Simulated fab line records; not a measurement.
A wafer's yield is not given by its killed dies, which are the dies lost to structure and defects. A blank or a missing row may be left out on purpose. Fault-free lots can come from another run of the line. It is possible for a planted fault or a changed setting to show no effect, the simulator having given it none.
Chamber matching | flow nand harc | 4 sister chambers for NHARC_A_WL_FILL_ALD_00 on ald hk-02
The step deposits Al2O3, target thk 3 nm, pulse time 3 s, ald cycles 30. 14 wafers are shown with their chamber, then 7 later ones without.

== WAFERS, EACH WITH ITS CHAMBER ==
wafer  | chamber | heater power w (W) | precursor pulse height rel
L080.2 | 1       | 511                | 0.993
L080.3 | 0       | 533                | 0.962
L080.6 | 2       | 403                | 1.062
L087.2 | 0       | 523                | 1.016
L087.3 | 3       | 546                | 0.977
L087.6 | 3       | 545                | 1.043
L088.1 | 3       | 531                | 1.009
L088.2 | 1       | 508                | 0.941
L088.4 | 2       | 400                | 0.984
L091.3 | 3       | 544                | 0.967
L091.4 | 0       | 513                | 0.970
L091.6 | 1       | 507                | 1.036
L092.1 | 0       | 519                | 1.003
L092.4 | 3       | 528                | 1.001

SIGNATURES, as means of the wafers listed above
reading                    | chamber 0 | chamber 1 | chamber 2 | chamber 3 | scatter within a chamber
heater power w             | 522.00    | 508.67    | 401.50    | 538.80    | 7.21
precursor pulse height rel | 0.98775   | 0.99000   | 1.02300   | 0.99940   | 0.0362
Rule: for a wafer and a chamber, the distance is found by dividing, reading by reading, the gap between the wafer's reading and the chamber's mean by the reading's scatter, squaring, summing and taking the root. If the next closest chamber is less than 2 further off than the closest, the wafer can't be placed; otherwise it belongs to the closest. How the scatter is found: for the shown wafers, subtract from each reading the mean of its chamber, square and add these, divide the total by (wafers less chambers), then take the root.

== WAFERS WITHOUT THEIR CHAMBER ==
wafer  | heater power w (W) | precursor pulse height rel
L092.5 | 525                | 1.000
L093.4 | 408                | 0.977
L093.5 | 517                | 1.000
L093.6 | 515                | 0.988
L095.1 | 394                | 1.018
L095.4 | 516                | 1.046
L095.6 | 544                | 1.012

== CHAMBER TAKEN BY EACH ==
wafer  | from the rows above          | in truth
L092.5 | can't be placed: 0 or 3 or 1 | 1
L093.4 | 2                            | 2
L093.5 | can't be placed: 0 or 1      | 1
L093.6 | can't be placed: 1 or 0      | 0
L095.1 | 2                            | 2
L095.4 | can't be placed: 0 or 1 or 3 | 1
L095.6 | 3                            | 3
Placed correctly: 3 of 7. These rows do not allow placing 4 (true chamber among the candidates in 4). Number placed wrongly: 0.
